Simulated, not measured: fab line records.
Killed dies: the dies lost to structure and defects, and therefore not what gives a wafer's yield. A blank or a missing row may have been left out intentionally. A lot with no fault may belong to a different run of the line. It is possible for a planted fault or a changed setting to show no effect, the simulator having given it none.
Comparing a struck lot with a sound one | flow n5-finfet | 15 steps out of a route of 1938
Sound: these wafers, L737.3, L737.4, L737.5. Struck: wafer L750.1 (left out: L750.6, a lot-mate that was not struck); the cause follows at the end.
At each step with rows: each side's tool, then ch and its chambers, then its first start. Under that, the readings that differ: sound wafers | struck wafers | difference of the means | sigmas: that difference in standard deviations of wafers without a fault.
alike: readings whose means differ by less than 2 such deviations, and words and numbers that are the same on both sides. not compared: withheld readings, readings that some wafer has no value for, bounds like >300 that may hide the same value, and numbers for which the record gives no deviation and whose values overlap.
A row with sigmas, a row that says differs or no value, or rows on one side alone: a step with any of these is where the two part. Non-overlapping numbers with no deviation appear without sigmas and do not part them. A reading that every wafer of one side lacks parts them only if that side has two wafers or more.

first, 6 steps without rows for these wafers: N5_MOL_CONTACT_COAG_COAT_78 (resist thk 40 nm); N5_MOL_CONTACT_COAG_EBR_80; N5_MOL_CONTACT_COAG_SOFTBAKE_79 (time 60 s); N5_MOL_CONTACT_COAG_EXPOSE_81 (exposes mask VG, defocus 0 nm); N5_MOL_CONTACT_COAG_PEB_82 (peb time 60 s); N5_MOL_CONTACT_COAG_DEVELOP_83 (develop time 30 s).
N5_MOL_CONTACT_COAG_CD_MEAS_84: the cd target is 25.1 nm.
  sound on cd-sem-02 ch 0, day 6 11:35; struck on cd-sem-01 ch 0, day 9 23:46
  alike: cd-nm
N5_MOL_CONTACT_COAG_OVL_MEAS_85:
  sound on overlay-01 ch 0, day 6 22:41; struck on overlay-01 ch 0, day 9 23:47
  alike: VG_OVL
N5_MOL_CONTACT_COAG_INSPECT_57: inspects for defects (brightfield).
  struck on defect-inspect-01, day 9 23:51; sound on defect-inspect-02, day 6 22:44
  alike: raw-defect-count
N5_MOL_CONTACT_COAG_DESCUM_88: chemistry O2, time 7 s.
  sound on rie-diel-05 ch 0,3, day 6 23:03; struck on rie-diel-05 ch 1, day 9 23:53
  reading                         | sound             | struck | difference | sigmas
  rf-vpp-V (V)                    | 243.8 243.6 243.5 | 240.7  | -2.9       | -3
  showerhead-plenum-p-Torr (Torr) | 2.17 2.10 2.10    | 2.04   | -0.08      | -2
  alike: drypump-motor-current-A, o2-flow-sccm, oes-product-au, throttle-valve-pct
  not compared: rf-hours-counter-h
N5_MOL_CONTACT_COAG_ETCH_89: etches underlayer in N2/H2, target depth 13 nm, time 10.4 s.
  sound on rie-diel-05 ch 0,3, day 6 23:05; struck on rie-diel-05 ch 1, day 9 23:55
  reading                         | sound             | struck | difference | sigmas
  rf-vpp-V (V)                    | 527.5 523.8 525.6 | 520.4  | -5.2       | -3
  showerhead-plenum-p-Torr (Torr) | 2.65 2.56 2.56    | 2.48   | -0.11      | -2
  alike: drypump-motor-current-A, etch-rf-on-time-s, h2-flow-sccm, oes-product-au, throttle-valve-pct
  not compared: rf-hours-counter-h
N5_MOL_CONTACT_COAG_ETCH_90: etches SiARC in CF4, target depth 13 nm, time 21.7 s.
  sound on rie-diel-05 ch 0,3, day 6 23:07; struck on rie-diel-05 ch 1, day 9 23:56
  reading                         | sound          | struck | difference | sigmas
  showerhead-plenum-p-Torr (Torr) | 2.23 2.15 2.15 | 2.09   | -0.09      | -2
  alike: drypump-motor-current-A, etch-rf-on-time-s, oes-product-au, rf-vpp-V, throttle-valve-pct
  not compared: rf-hours-counter-h
N5_MOL_CONTACT_COAG_ALD_131: deposits SiO2, target thk 5 nm, pulse time 1 s, co reactant pulse time 1 s.
  sound on ald-sin-04 ch 0,1,2, day 6 23:11; struck on ald-sin-04 ch 1, day 10 00:01
  reading                                            | sound    | struck | difference | sigmas
  ald-cycles                                         | 35 35 35 | 41     | +6         |
  model.SiO2_of_MOL_CONTACT_COAG_ALD_131.thk-nm (nm) | 5 5 5    | 5.8    | +0.8       |
  alike: heater-power-w, precursor-pulse-height-rel
N5_MOL_CONTACT_COAG_ETCHBACK_132: etches SiO2 in CHF3, target depth 10 nm, time 6.7 s.
  sound on rie-diel-02 ch 0,1,2, day 6 23:23; struck on rie-diel-02 ch 0, day 10 00:14
  alike: drypump-motor-current-A, oes-product-au, rf-vpp-V, showerhead-plenum-p-Torr, throttle-valve-pct
  not compared: rf-hours-counter-h
-- record jumps: 8 days separate the struck wafers' starts on either side; left off in module MOL_CONTACT_COAG, taken up again in module PASSIVATION, whose first shown step is the route's number 1936 --
N5_PASSIVATION_PROBE_49:
  rows exist in the record for the struck wafers here (prober-01, day 17 23:42), but not for the sound ones

== WHERE THEY PART ==
Earliest at N5_MOL_CONTACT_COAG_DESCUM_88; latest, in this record, at N5_PASSIVATION_PROBE_49.

WHY: whatever the simulator had introduced
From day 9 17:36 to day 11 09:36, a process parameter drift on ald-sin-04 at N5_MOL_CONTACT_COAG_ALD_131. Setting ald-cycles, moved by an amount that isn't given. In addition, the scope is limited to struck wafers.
